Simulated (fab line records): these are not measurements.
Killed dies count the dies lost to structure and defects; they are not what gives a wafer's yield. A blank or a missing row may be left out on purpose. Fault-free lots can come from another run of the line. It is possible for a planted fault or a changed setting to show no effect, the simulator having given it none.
fab line records	flow nand_harc
record: lots: 6	wafers: 18	last_day: 33
route steps=1302 shown A_ONON_D2@569 A_CHANNEL_HOLE_D2@570 END@1302
lots with no fault: from the same line, run without faults
start_h: hours from the record's first day to the start of the lot's first wafer shown	wait_h: time in hours since the lot's previous step	" same as the row above	L1.1+2: several wafers, shown together as one row	- no value, or no start given	* or withheld: withheld	< > ~ a bound
route shown NAME@n: a module of which the file shows steps, and the number in the route of the first	usual: mean/standard deviation of fault-free wafers	same: alike in all rows	chamber/n: place in a boat	sites: per-site readings	_std_site: standard deviation across them	_edge_site: inner sites' mean taken away from outer sites' mean	radius_mm: how far each site lies from the wafer's centre	mask NAME#n: copy n	behind: the tool/chamber that last shaped the wafer	hold: what put the lot on hold/how long, in hours/how the hold closed	device: which transistor (n, p or np) failed to switch	end of line: tests run on the same wafers once the route is complete	for a step that has no rows: nothing shown but its recipe	killed: dies that structure and defects cost at the first sort, which is not the same as the wafer's yield	map: per-die view of a wafer (x killed, . not killed, _ where there is no die)
set.NAME: setting as actually run; set.NAME@STEP: the setting as run at that earlier step	model.NAME: the simulator's own value behind a step, which no gauge read
lots at selected steps of the route; one table per step, one row per wafer
services: the hour from which a tool's chamber was out of use, counted from the record's first day as start_h (under 0 if before that day), plus the number of hours and why
== steps ==
step: NHARC_A_ONON_D2_INSPECT_32
usual: raw_defect_count: 397/120
lot.wafer	tool	chamber	start_h	wait_h	raw_defect_count
L380.1	defect_inspect-01	-	344.21	0.0	511
L380.3	"	-	"	"	347
L380.4	"	-	"	"	496
L386.2	defect_inspect-01	-	398.89	0.0	287
L386.5	"	-	"	"	331
L386.6	"	-	"	"	426
L384.1	defect_inspect-01	-	398.94	0.0	428
L384.4	"	-	"	"	603
L384.5	"	-	"	"	797
L393.1	defect_inspect-02	-	474.11	0.0	322
L393.2	"	-	"	"	356
L393.6	"	-	"	"	451
L392.1	defect_inspect-02	-	474.26	0.0	437
L392.2	"	-	"	"	272
L392.6	"	-	"	"	434
L397.1	defect_inspect-02	-	510.17	0.0	464
L397.2	"	-	"	"	255
L397.5	"	-	"	"	232
step: NHARC_A_CHANNEL_HOLE_D2_DEP_00
recipe: target_thk_a: 31000	temp_c: 400	material: aC
step: NHARC_A_CHANNEL_HOLE_D2_DEP_01
recipe: target_thk_a: 1400	target_thk_nm: 140	temp_c: 400	pressure_torr: 3.5	flow_sccm: 200	rf_w: 350	material: SiON
usual: heater_power_w: 763/84	showerhead_vpp_V: 1151/58
lot.wafer	tool	chamber	start_h	wait_h	heater_power_w	showerhead_vpp_V
L380.1	pecvd-03	1	346.49	1.6	644	1141
L380.3	"	0	"	"	722	1209
L380.4	"	0	"	"	722	1236
L386.2	pecvd-04	1	400.92	1.3	924	1184
L386.6	"	0	"	"	774	1065
L386.5	"	1	"	"	984	1193
L384.1	pecvd-01	0	401.24	1.6	833	1045
L384.4	"	0	"	"	836	1057
L384.5	"	1	"	"	706	1204
L393.2	pecvd-01	2	476.14	1.3	880	1135
L393.1	"	1	"	"	856	1189
L393.6	"	0	"	"	844	1058
L392.2	pecvd-03	2	476.91	1.3	715	1151
L392.1	"	0	"	"	769	1219
L392.6	"	0	"	"	808	1216
L397.1	pecvd-03	0	512.18	1.6	821	1227
L397.2	"	2	"	"	654	1143
L397.5	"	1	"	"	618	1143
step: NHARC_A_CHANNEL_HOLE_D2_DEHYDRATE_02
recipe: temp_c: 150	time_s: 120
step: NHARC_A_CHANNEL_HOLE_D2_HMDS_03
recipe: time_s: 30
step: NHARC_A_CHANNEL_HOLE_D2_COAT_36
recipe: temp_c: 260	time_s: 75
step: NHARC_A_CHANNEL_HOLE_D2_COAT_37
recipe: temp_c: 225	time_s: 65
step: NHARC_A_CHANNEL_HOLE_D2_COAT_04
recipe: spin_rpm: 1500	resist_thk_nm: 90
step: NHARC_A_CHANNEL_HOLE_D2_SOFTBAKE_05
recipe: temp_c: 105	time_s: 55
step: NHARC_A_CHANNEL_HOLE_D2_EBR_06
step: NHARC_A_CHANNEL_HOLE_D2_EXPOSE_07
recipe: na: 1.35	target_cd_nm: 100	sigma_outer: 0.3	dose_mj: 59.65	mask_id: HOLE_D2
step: NHARC_A_CHANNEL_HOLE_D2_PEB_08
recipe: peb_temp_c: 100	peb_time_s: 65
usual: plate_temp_C: 99.98/0.14
lot.wafer	tool	chamber	start_h	wait_h	plate_temp_C
L380.1	litho_track-04	0	347.01	0.1	99.97
L380.3	"	0	"	"	100.10
L380.4	"	0	"	"	99.99
L386.2	litho_track-04	0	401.53	0.1	100.11
L386.5	"	0	"	"	100.17
L386.6	"	0	"	"	99.97
L384.1	litho_track-04	0	401.88	0.1	100.06
L384.4	"	0	"	"	99.92
L384.5	"	0	"	"	100.30
L393.1	litho_track-01	0	476.66	0.1	99.99
L393.2	"	0	"	"	99.88
L393.6	"	0	"	"	100.13
L392.1	litho_track-04	0	477.52	0.1	99.88
L392.2	"	0	"	"	99.85
L392.6	"	0	"	"	99.85
L397.1	litho_track-04	0	512.82	0.1	99.99
L397.2	"	0	"	"	99.99
L397.5	"	0	"	"	100.06
step: NHARC_A_CHANNEL_HOLE_D2_DEVELOP_09
recipe: develop_time_s: 35	dev_temp_c: 23
step: NHARC_A_CHANNEL_HOLE_D2_CD_MEAS_10
recipe: target_cd_nm: 100	landing_energy_ev: 500
usual: cd_nm: 99.9/0.55
lot.wafer	tool	chamber	start_h	wait_h	cd_nm
L380.1	cd_sem-02	0	347.08	-	100.0
L380.3	"	0	"	"	100.4
L380.4	"	0	"	"	100.6
L386.2	cd_sem-02	0	401.61	-	102.6
L386.5	"	0	"	"	102.2
L386.6	"	0	"	"	103.1
L384.1	cd_sem-02	0	401.96	-	100.0
L384.4	"	0	"	"	100.4
L384.5	"	0	"	"	103.1
L393.1	cd_sem-02	0	476.74	-	99.8
L393.2	"	0	"	"	99.6
L393.6	"	0	"	"	99.8
L392.1	cd_sem-01	0	477.60	-	100.1
L392.2	"	0	"	"	100.0
L392.6	"	0	"	"	100.3
L397.1	cd_sem-02	0	512.90	-	99.9
L397.2	"	0	"	"	99.9
L397.5	"	0	"	"	100.2
step: NHARC_A_CHANNEL_HOLE_D2_OVL_MEAS_11
usual: overlay_x_nm: 0.1/0.7	overlay_y_nm: 0.1/0.85
lot.wafer	tool	chamber	start_h	wait_h	overlay_x_nm	overlay_y_nm
L380.1	overlay-02	-	347.17	-	-0.2	1.0
L380.3	"	-	"	"	0.0	1.5
L380.4	"	-	"	"	0.5	1.2
L386.2	overlay-02	-	401.71	-	-0.6	0.3
L386.5	"	-	"	"	-0.3	0.2
L386.6	"	-	"	"	0.1	-0.2
L384.1	overlay-02	-	402.05	-	0.4	0.8
L384.4	"	-	"	"	-0.8	0.5
L384.5	"	-	"	"	0.3	0.6
L393.1	overlay-01	-	476.83	-	-0.1	1.3
L393.2	"	-	"	"	-0.5	1.1
L393.6	"	-	"	"	-0.2	1.1
L392.1	overlay-02	-	477.69	-	-0.2	1.0
L392.2	"	-	"	"	0.0	0.9
L392.6	"	-	"	"	-0.4	1.2
L397.1	overlay-02	-	513.00	-	0.0	0.7
L397.2	"	-	"	"	0.4	1.0
L397.5	"	-	"	"	0.5	0.6
step: NHARC_A_CHANNEL_HOLE_D2_INSPECT_12
usual: raw_defect_count: 28/23
lot.wafer	tool	chamber	start_h	wait_h	raw_defect_count
L380.1	defect_inspect-01	-	347.21	0.0	57
L380.3	"	-	"	"	60
L380.4	"	-	"	"	65
L386.2	defect_inspect-01	-	401.75	0.0	47
L386.5	"	-	"	"	51
L386.6	"	-	"	"	48
L384.1	defect_inspect-01	-	402.09	0.0	8
L384.4	"	-	"	"	10
L384.5	"	-	"	"	14
L393.1	defect_inspect-02	-	476.86	0.0	21
L393.2	"	-	"	"	21
L393.6	"	-	"	"	23
L392.1	defect_inspect-02	-	477.73	0.0	17
L392.2	"	-	"	"	19
L392.6	"	-	"	"	13
L397.1	defect_inspect-02	-	513.03	0.0	3
L397.2	"	-	"	"	6
L397.5	"	-	"	"	4
step: NHARC_A_CHANNEL_HOLE_D2_DESCUM_15
recipe: time_s: 3	o2_flow_sccm: 200	ar_flow_sccm: 0	bias_power_w: 0	chemistry: O2
usual: drypump_motor_current_A: 5.9/0.38	oes_product_au: 0.999/0.0085	rf_vpp_V: 57.7/0.88	showerhead_plenum_p_Torr: 1.87/0.072	throttle_valve_pct: 11.311/0.0088
same: time_s: 3
lot.wafer	tool	chamber	start_h	wait_h	drypump_motor_current_A	oes_product_au	rf_hours_counter_h	rf_vpp_V	showerhead_plenum_p_Torr	throttle_valve_pct	model.A_CHANNEL_HOLE_D2.cd_nm
L380.3	rie_diel-04	0	347.28	0.1	5.7	0.999	10.2	59.1	1.93	11.311	101.4
L380.1	"	1	"	"	6.1	1.006	9.4	58.1	1.78	11.320	100.4
L380.4	"	0	"	"	5.8	0.998	-	58.3	1.93	11.304	101.1
L386.2	rie_diel-04	1	401.81	0.1	6.1	1.009	1.5	58.0	1.78	11.312	103.2
L386.5	"	1	"	"	6.1	1.006	-	58.0	1.78	11.315	102.6
L386.6	"	2	"	"	6.1	1.001	-	58.4	1.83	11.312	103.6
L384.4	rie_diel-04	0	402.15	0.1	5.7	1.002	1.8	58.1	1.93	11.312	100.1
L384.1	"	2	"	"	6.1	1.005	1.4	56.5	1.83	11.322	100.3
L384.5	"	0	"	"	5.7	0.996	-	58.1	1.93	11.313	102.9
L393.1	rie_diel-04	0	476.92	0.1	5.7	1.001	6.8	57.8	1.93	11.311	99.89
L393.2	"	2	"	"	6.1	0.998	5.3	56.3	1.83	11.304	100.2
L393.6	"	0	"	"	5.7	0.993	-	59.3	1.93	11.315	99.86
L392.2	rie_diel-04	0	477.80	0.1	5.7	1.002	7.3	57.2	1.93	11.311	99.85
L392.1	"	2	"	"	6.1	0.999	5.8	57.8	1.82	11.304	100.4
L392.6	"	1	"	"	6.1	1.000	-	57.3	1.78	11.307	100.3
L397.1	rie_diel-07	2	513.11	0.1	5.3	1.000	2.5	57.2	1.80	11.313	100.7
L397.2	"	3	"	"	5.7	0.999	2.0	56.9	1.83	11.305	99.91
L397.5	"	0	"	"	5.6	1.015	-	58.3	1.83	11.309	99.67
step: NHARC_A_CHANNEL_HOLE_D2_ETCH_38
recipe: target_depth_a: 390	over_etch_frac: 0.3	time_s: 65	ion_energy_ev: 80	cf4_flow_sccm: 150	ar_flow_sccm: 0	rf_w: 300	bias_w: 100	chemistry: CF4
step: NHARC_A_CHANNEL_HOLE_D2_ETCH_39
recipe: target_depth_a: 2600	over_etch_frac: 0.3	time_s: 325	ion_energy_ev: 200	n2_flow_sccm: 150	h2_flow_sccm: 150	ar_flow_sccm: 0	rf_w: 400	bias_w: 150	chemistry: N2/H2
usual: drypump_motor_current_A: 5.9/0.39	oes_product_au: 0.999/0.0088	rf_vpp_V: 429.3/2.2	showerhead_plenum_p_Torr: 1.99/0.078	throttle_valve_pct: 14.171/0.0091
same: time_s: 325
lot.wafer	tool	chamber	start_h	wait_h	drypump_motor_current_A	oes_product_au	rf_hours_counter_h	rf_vpp_V	showerhead_plenum_p_Torr	throttle_valve_pct
L380.3	rie_diel-04	2	-	-	6.2	0.989	10.7	428.7	1.95	14.178
L380.1	"	1	"	"	6.1	0.997	9.5	425.4	1.90	14.174
L380.4	"	1	"	"	6.1	0.992	-	426.8	1.90	14.160
L386.2	rie_diel-04	1	-	-	6.1	0.989	1.6	425.7	1.89	14.163
L386.5	"	3	"	"	6.5	1.002	-	429.8	2.00	14.188
L386.6	"	0	"	"	5.7	0.992	-	432.2	2.06	14.162
L384.4	rie_diel-04	3	-	-	6.4	1.013	1.4	429.7	2.00	14.166
L384.1	"	0	"	"	5.7	0.996	1.8	431.0	2.06	14.169
L384.5	"	2	"	"	6.2	1.004	-	427.8	1.94	14.159
L393.1	rie_diel-04	1	-	-	6.1	1.008	6.4	425.9	1.89	14.159
L393.2	"	2	"	"	6.1	0.997	5.3	428.9	1.94	14.166
L393.6	"	3	"	"	6.5	0.993	-	430.4	2.00	14.163
L392.1	rie_diel-04	1	-	-	6.1	1.007	7.0	426.0	1.89	14.166
L392.2	"	2	"	"	6.2	0.997	5.9	429.7	1.94	14.184
L392.6	"	1	"	"	6.1	1.010	-	428.4	1.89	14.157
L397.2	rie_diel-07	1	-	-	5.1	0.984	2.1	428.8	2.03	14.171
L397.1	"	3	"	"	5.7	0.982	2.1	426.9	1.95	14.182
L397.5	"	0	"	"	5.6	1.012	-	429.8	1.95	14.170
step: NHARC_A_CHANNEL_HOLE_D2_ETCH_34
recipe: target_depth_a: 1540	time_s: 77	cf4_flow_sccm: 100	chf3_flow_sccm: 30	ar_flow_sccm: 0	rf_w: 500	bias_w: 200	chemistry: CF4/CHF3
step: NHARC_A_CHANNEL_HOLE_D2_ETCH_16
recipe: target_depth_a: 31000	over_etch_frac: 0.3	time_s: 806	ion_energy_ev: 150	o2_flow_sccm: 400	cos_flow_sccm: 20	ar_flow_sccm: 0	rf_w: 500	bias_w: 300	chemistry: O2/COS
usual: drypump_motor_current_A: 5.8/0.38	oes_product_au: 0.999/0.0079	rf_vpp_V: 313.3/1.8	showerhead_plenum_p_Torr: 3.06/0.11	throttle_valve_pct: 28.330/0.0093
same: time_s: 806
lot.wafer	tool	chamber	start_h	wait_h	drypump_motor_current_A	oes_product_au	rf_hours_counter_h	rf_vpp_V	showerhead_plenum_p_Torr	throttle_valve_pct
L380.1	rie_diel-04	1	-	-	6.1	0.995	9.8	310.0	2.92	28.333
L380.3	"	2	"	"	6.2	0.995	11.0	312.7	2.99	28.323
L380.4	"	2	"	"	6.2	0.993	-	312.0	2.99	28.326
L386.2	rie_diel-04	2	-	-	6.2	1.000	1.7	312.4	2.99	28.318
L386.5	"	3	"	"	6.5	1.003	-	314.0	3.06	28.336
L386.6	"	0	"	"	5.7	1.002	-	314.3	3.15	28.337
L384.4	rie_diel-04	1	-	-	6.1	1.007	2.2	311.0	2.92	28.318
L384.1	"	2	"	"	6.1	0.999	2.0	312.4	2.99	28.334
L384.5	"	1	"	"	6.1	1.008	-	312.4	2.92	28.328
L393.1	rie_diel-04	2	-	-	6.2	0.992	5.5	313.7	2.99	28.321
L393.2	"	3	"	"	6.5	1.005	5.9	313.1	3.06	28.334
L393.6	"	1	"	"	6.1	0.995	-	309.9	2.92	28.308
L392.2	rie_diel-04	1	-	-	6.1	0.995	7.3	312.9	2.91	28.320
L392.1	"	0	"	"	5.7	0.998	7.7	315.0	3.15	28.329
L392.6	"	2	"	"	6.2	1.005	-	311.5	2.99	28.319
L397.2	rie_diel-07	3	-	-	5.7	0.996	2.3	311.9	2.99	28.349
L397.1	"	1	"	"	5.1	1.003	2.4	314.3	3.11	28.343
L397.5	"	2	"	"	5.4	0.996	-	311.8	2.95	28.359
step: NHARC_A_CHANNEL_HOLE_D2_CD_MEAS_18
usual: cd_nm: 99.4/2.1
lot.wafer	tool	chamber	start_h	wait_h	cd_nm
L380.1	cd_sem-02	-	348.59	-	98.6
L380.3	"	-	"	"	100.8
L380.4	"	-	"	"	99.5
L386.2	cd_sem-03	-	403.05	-	103.6
L386.5	"	-	"	"	99.7
L386.6	"	-	"	"	104.5
L384.1	cd_sem-02	-	403.49	-	99.3
L384.4	"	-	"	"	97.1
L384.5	"	-	"	"	100.8
L393.1	cd_sem-03	-	478.03	-	98.7
L393.2	"	-	"	"	97.4
L393.6	"	-	"	"	98.3
L392.1	cd_sem-01	-	478.91	-	99.3
L392.2	"	-	"	"	96.5
L392.6	"	-	"	"	100.1
L397.1	cd_sem-03	-	514.20	-	100.0
L397.2	"	-	"	"	99.6
L397.5	"	-	"	"	98.4
step: NHARC_A_CHANNEL_HOLE_D2_ETCH_19
recipe: bias_v: 1200	source_w: 2500	pressure_mtorr: 15	time_s: 34.5	ar_flow_sccm: 375	c4f8_flow_sccm: 28.8	o2_flow_sccm: 96.2	temp_c: -20	target_depth_a: *	chemistry: C4F8/O2/Ar
usual: drypump_motor_current_A: 6.13/0.27	he_backside_leak_sccm: 6.5/0.91	showerhead_plenum_p_Torr: 3.72/0.1	throttle_valve_pct: 37.038/0.009
same: time_s: 34.5
lot.wafer	tool	chamber	start_h	wait_h	drypump_motor_current_A	he_backside_leak_sccm	rf_hours_counter_h	showerhead_plenum_p_Torr	throttle_valve_pct
L380.1	har_etch-01	1	348.66	0.1	6.19	6.8	180	3.72	37.042
L380.3	"	1	"	"	6.22	6.3	-	3.72	37.043
L380.4	"	0	"	"	6.43	6.7	-	3.70	37.045
L386.2	har_etch-01	0	403.14	0.1	6.45	7.1	211	3.68	37.027
L386.6	"	1	"	"	6.20	7.0	-	3.71	37.032
L386.5	"	0	"	"	6.43	6.8	-	3.68	37.031
L384.1	har_etch-01	0	407.30	3.8	6.47	6.9	215	3.68	37.027
L384.4	"	0	"	"	6.42	6.8	-	3.68	37.042
L384.5	"	1	"	"	6.18	6.9	-	3.71	37.035
L393.2	har_etch-01	0	478.11	0.1	6.47	7.1	257	3.66	37.047
L393.1	"	1	"	"	6.14	7.0	257	3.68	37.030
L393.6	"	1	"	"	6.14	7.1	-	3.68	37.047
L392.2	har_etch-01	1	482.27	3.4	6.21	7.0	261	3.68	37.036
L392.1	"	0	"	"	6.50	7.2	261	3.66	37.036
L392.6	"	0	"	"	6.44	7.0	-	3.66	37.026
L397.2	har_etch-01	1	514.29	0.1	6.16	7.1	280	3.67	37.042
L397.1	"	0	"	"	6.45	7.4	280	3.64	37.022
L397.5	"	1	"	"	6.19	7.2	-	3.67	37.044
step: NHARC_A_CHANNEL_HOLE_D2_ETCH_20
recipe: bias_v: 3000	source_w: withheld	pressure_mtorr: 20	time_s: 361.9	ar_flow_sccm: 375	c4f8_flow_sccm: 89.3	o2_flow_sccm: 35.7	temp_c: -20	target_depth_a: 16000	chemistry: C4F8/O2/Ar
step: NHARC_A_CHANNEL_HOLE_D2_ETCH_21
recipe: bias_v: 3000	source_w: withheld	pressure_mtorr: 20	time_s: 514.3	ar_flow_sccm: 375	c4f8_flow_sccm: 89.3	o2_flow_sccm: 35.7	temp_c: -20	target_depth_a: 16000	chemistry: C4F8/O2/Ar
step: NHARC_A_CHANNEL_HOLE_D2_ETCH_22
recipe: bias_v: 3000	source_w: withheld	pressure_mtorr: 20	time_s: 666.7	ar_flow_sccm: 375	c4f8_flow_sccm: 89.3	o2_flow_sccm: 35.7	temp_c: -20	target_depth_a: 16000	chemistry: C4F8/O2/Ar
step: NHARC_A_CHANNEL_HOLE_D2_ETCH_23
recipe: bias_v: 5000	source_w: withheld	pressure_mtorr: 20	time_s: 819	ar_flow_sccm: 375	c4f8_flow_sccm: 89.3	o2_flow_sccm: 35.7	temp_c: -20	target_depth_a: 16000	chemistry: C4F8/O2/Ar
step: NHARC_A_CHANNEL_HOLE_D2_ETCH_24
recipe: bias_v: 5000	source_w: withheld	pressure_mtorr: 20	time_s: 906.2	ar_flow_sccm: 375	c4f8_flow_sccm: 93.8	o2_flow_sccm: 31.2	temp_c: -20	target_depth_a: 15000	chemistry: C4F8/O2/Ar
step: NHARC_A_CHANNEL_HOLE_D2_ETCH_25
recipe: bias_v: 5000	source_w: withheld	pressure_mtorr: 20	time_s: 1040.2	ar_flow_sccm: 375	c4f8_flow_sccm: 93.8	o2_flow_sccm: 31.2	temp_c: -20	target_depth_a: 15000	chemistry: C4F8/O2/Ar
usual: drypump_motor_current_A: 6.12/0.27	he_backside_leak_sccm: 6.5/1	showerhead_plenum_p_Torr: 3.67/0.097	throttle_valve_pct: 32.235/0.0093
same: time_s: 1040.2
lot.wafer	tool	chamber	start_h	wait_h	drypump_motor_current_A	he_backside_leak_sccm	rf_hours_counter_h	showerhead_plenum_p_Torr	throttle_valve_pct
L380.1	har_etch-01	1	351.56	0.6	6.17	6.9	183	3.68	32.221
L380.3	"	1	"	"	6.13	6.9	-	3.68	32.241
L380.4	"	0	"	"	6.40	6.8	-	3.65	32.245
L386.2	har_etch-01	0	406.16	0.7	6.45	6.9	214	3.64	32.241
L386.6	"	1	"	"	6.20	7.0	-	3.66	32.237
L386.5	"	0	"	"	6.45	6.9	-	3.64	32.234
L384.1	har_etch-01	0	410.34	0.7	6.42	7.0	218	3.63	32.230
L384.4	"	0	"	"	6.43	6.7	-	3.64	32.242
L384.5	"	1	"	"	6.15	6.4	-	3.66	32.222
L393.2	har_etch-01	0	481.00	0.6	6.45	7.1	260	3.61	32.258
L393.1	"	1	"	"	6.17	7.1	260	3.63	32.225
L393.6	"	1	"	"	6.17	7.0	-	3.63	32.240
L392.2	har_etch-01	1	485.17	0.6	6.19	6.9	264	3.63	32.243
L392.1	"	0	"	"	6.39	7.1	264	3.61	32.235
L392.6	"	0	"	"	6.47	7.3	-	3.61	32.227
L397.2	har_etch-01	1	517.19	0.6	6.12	7.3	283	3.62	32.243
L397.1	"	0	"	"	6.44	7.3	283	3.60	32.230
L397.5	"	1	"	"	6.13	7.3	-	3.62	32.251
step: NHARC_A_CHANNEL_HOLE_D2_ETCH_26
recipe: bias_v: 300	source_w: 2000	pressure_mtorr: 30	time_s: 224.1	ar_flow_sccm: 375	c4f8_flow_sccm: 11.4	o2_flow_sccm: 113.6	temp_c: -20	target_depth_a: 3000	chemistry: C4F8/O2/Ar
step: NHARC_A_CHANNEL_HOLE_D2_ETCH_27
recipe: bias_v: 400	source_w: 2000	pressure_mtorr: 25	time_s: 90	ar_flow_sccm: 375	c4f8_flow_sccm: 41.7	o2_flow_sccm: 83.3	temp_c: -20	target_depth_a: 4000	chemistry: C4F8/O2/Ar
step: NHARC_A_CHANNEL_HOLE_D2_STRIP_41
recipe: n2_flow_sccm: 150	h2_flow_sccm: 150	ar_flow_sccm: 0	bias_w: 0	chemistry: N2/H2
step: NHARC_A_CHANNEL_HOLE_D2_STRIP_42
recipe: cf4_flow_sccm: 100	chf3_flow_sccm: 30	ar_flow_sccm: 0	bias_w: 0	chemistry: CF4/CHF3
step: NHARC_A_CHANNEL_HOLE_D2_STRIP_43
recipe: o2_flow_sccm: 400	cos_flow_sccm: 20	ar_flow_sccm: 0	bias_w: 0	chemistry: O2/COS
step: NHARC_A_CHANNEL_HOLE_D2_ETCH_44
recipe: target_depth_a: 1400	overetch_a: 140	time_s: 77	ion_energy_ev: 100	cf4_flow_sccm: 80	o2_flow_sccm: 20	ar_flow_sccm: 0	rf_w: 300	bias_w: 100	chemistry: CF4/O2
usual: drypump_motor_current_A: 5.8/0.4	oes_product_au: 0.999/0.0083	rf_vpp_V: 197.0/1.3	showerhead_plenum_p_Torr: 1.30/0.044	throttle_valve_pct: 13.398/0.0088
same: time_s: 77
lot.wafer	tool	chamber	start_h	wait_h	drypump_motor_current_A	oes_product_au	rf_hours_counter_h	rf_vpp_V	showerhead_plenum_p_Torr	throttle_valve_pct	model.A_CHANNEL_HOLE_D2.cd_nm
L380.4	rie_diel-07	2	353.40	0.0	5.3	0.982	2.4	196.0	1.26	13.396	90.51
L380.1	"	0	"	"	5.6	1.008	3.0	196.1	1.28	13.382	91.55
L380.3	"	1	"	"	5.1	0.989	2.3	196.9	1.33	13.399	89.85
L386.2	rie_diel-04	1	407.85	0.1	6.1	1.011	2.5	198.3	1.24	13.406	91.65
L386.5	"	3	"	"	6.5	1.009	-	197.9	1.31	13.406	92.03
L386.6	"	0	"	"	5.7	0.990	-	197.1	1.35	13.380	90.92
L384.4	rie_diel-07	0	412.04	0.0	5.6	1.003	5.3	196.3	1.28	13.406	89.96
L384.1	"	1	"	"	5.1	0.985	4.6	197.6	1.33	13.397	88.99
L384.5	"	0	"	"	5.6	1.005	-	197.1	1.28	13.395	91.98
L393.1	rie_diel-11	2	482.84	0.1	6.3	0.986	3.7	195.7	1.29	13.402	88.93
L393.2	"	3	"	"	5.4	1.003	2.4	198.7	1.33	13.393	90.06
L393.6	"	2	"	"	6.3	0.980	-	198.1	1.29	13.397	89.64
L392.1	rie_diel-04	2	487.00	0.1	6.2	0.984	6.7	196.0	1.27	13.398	91.98
L392.2	"	3	"	"	6.5	1.005	6.6	195.3	1.31	13.391	90.11
L392.6	"	2	"	"	6.1	0.989	-	196.7	1.27	13.389	91.76
L397.2	rie_diel-04	1	519.03	0.1	6.1	1.004	9.5	195.6	1.24	13.417	87.78
L397.1	"	2	"	"	6.2	0.988	8.5	194.3	1.27	13.412	90.8
L397.5	"	1	"	"	6.1	1.002	-	196.0	1.24	13.405	89.65
step: NHARC_A_CHANNEL_HOLE_D2_STRIP_28
recipe: o2_flow_sccm: 500	ar_flow_sccm: 0	bias_w: 0	chemistry: O2
step: NHARC_END_SORT_01
recipe: temp_c: 25
usual: killed_at_array: 52/18	killed_at_other: 0.6/1.1	killed_at_periphery: 3.7/2.4	killed_dies: 57/19	killed_open: 3.1/1.7	killed_short: 2.5/1.7
same: gross_dies: 677
lot.wafer	tool	chamber	start_h	wait_h	killed_at_array	killed_at_other	killed_at_periphery	killed_dies	killed_open	killed_short
L380.1	prober-01	0	614.20	2.5	62	0	4	66	4	1
L380.3	prober-01	0	615.77	3.1	69	0	2	71	3	4
L380.4	prober-01	0	616.56	3.4	59	0	3	62	3	2
killed by level:class
L380.1 A_SLIT:chamber_film_flake=25 A_CHANNEL_HOLE_D1:chamber_film_flake=24 A_CHANNEL_HOLE_D2:chamber_film_flake=4 A_ONON_D1:geometric_particle:open=2 P_STI:chamber_film_flake=2 A_WL_FILL:chamber_film_flake=2 A_CHANNEL_FILL_D2:geometric_particle:open=1 A_CHANNEL_FILL_D2:geometric_particle:short=1
L380.3 A_CHANNEL_HOLE_D1:chamber_film_flake=29 A_SLIT:chamber_film_flake=26 A_CHANNEL_HOLE_D2:chamber_film_flake=5 A_ONON_D1:geometric_particle:open=2 A_CHANNEL_FILL_D1:geometric_particle:short=2 P_BONDPAD:chamber_film_flake=2 A_ONON_D1:geometric_particle:short=1 A_DECK1_JOINT:geometric_particle:short=1
L380.4 A_SLIT:chamber_film_flake=24 A_CHANNEL_HOLE_D1:chamber_film_flake=19 A_CHANNEL_HOLE_D2:chamber_film_flake=7 A_BLC:geometric_particle:open=2 A_ONON_D1:geometric_particle:short=1 A_WL_FILL:geometric_particle:short=1 A_M0:geometric_particle:open=1 P_STI:chamber_film_flake=1
== services ==
tool	chamber	start_h	hours	kind
litho_track-01	-	330.00	7.0	pm
rie_diel-04	0	333.90	-	clean
rie_diel-04	1	333.90	-	clean
rie_diel-04	2	333.90	-	clean
rie_diel-04	3	333.90	-	clean
pecvd-01	1	348.97	6.4	repair
rie_diel-04	-	354.90	9.0	pm
rie_diel-04	0	354.90	9.0	vent_cycle
rie_diel-04	1	354.90	9.0	vent_cycle
pecvd-03	-	366.29	13.0	pm
litho_track-04	-	378.00	7.0	pm
pecvd-01	-	385.71	1.2	repair
rie_diel-04	3	388.80	2.0	repair
rie_diel-07	-	403.00	0.3	repair
har_etch-01	-	418.72	2.4	repair
pecvd-04	2	425.66	11.5	repair
rie_diel-11	-	432.67	9.0	pm
pecvd-04	-	450.00	13.0	pm
rie_diel-07	-	471.25	9.0	pm
rie_diel-04	2	489.03	1.6	repair
pecvd-01	-	492.25	13.0	pm
litho_track-01	-	505.00	7.0	pm
rie_diel-07	2	510.65	2.2	repair
rie_diel-11	-	518.05	0.7	repair
== key ==
first_sign: step: NHARC_A_CHANNEL_HOLE_D2_CD_MEAS_10	reading: cd_nm	direction: up	sigmas: 5.2	usual: 99.9	struck: 102.8
effect none on later readings
model_effect: step: NHARC_A_CHANNEL_HOLE_D2_DESCUM_15	value: A_CHANNEL_HOLE_D2.cd_nm	without: 99.9	struck: 103.1
model_effect: step: NHARC_A_CHANNEL_HOLE_D2_ETCH_44	value: A_CHANNEL_HOLE_D2.cd_nm	without: 88.46	struck: 91.65
met_at NHARC_A_CHANNEL_HOLE_D2_PEB_08
struck_wafers L384.5,L386.2,L386.5,L386.6
tester_left_out L384,L386
onset_between 347.01 401.53
fault: kind: process_parameter_drift	tool: litho_track-04	chamber: -	onset_h: 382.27	steps: NHARC_A_CHANNEL_HOLE_D2_PEB_08	channel: peb_time_s	offset: *	shape: step	end_h: 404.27	scope: struck_wafers_only	acts_in: *	stated: *
tester_left_out: of these lots the tester's yield and bins aren't shown, on N5 and GAA mostly nor the transistor test; their killed dies are dies lost to structure and defects alone, not to doping, threshold or leakage, so they don't give the yield
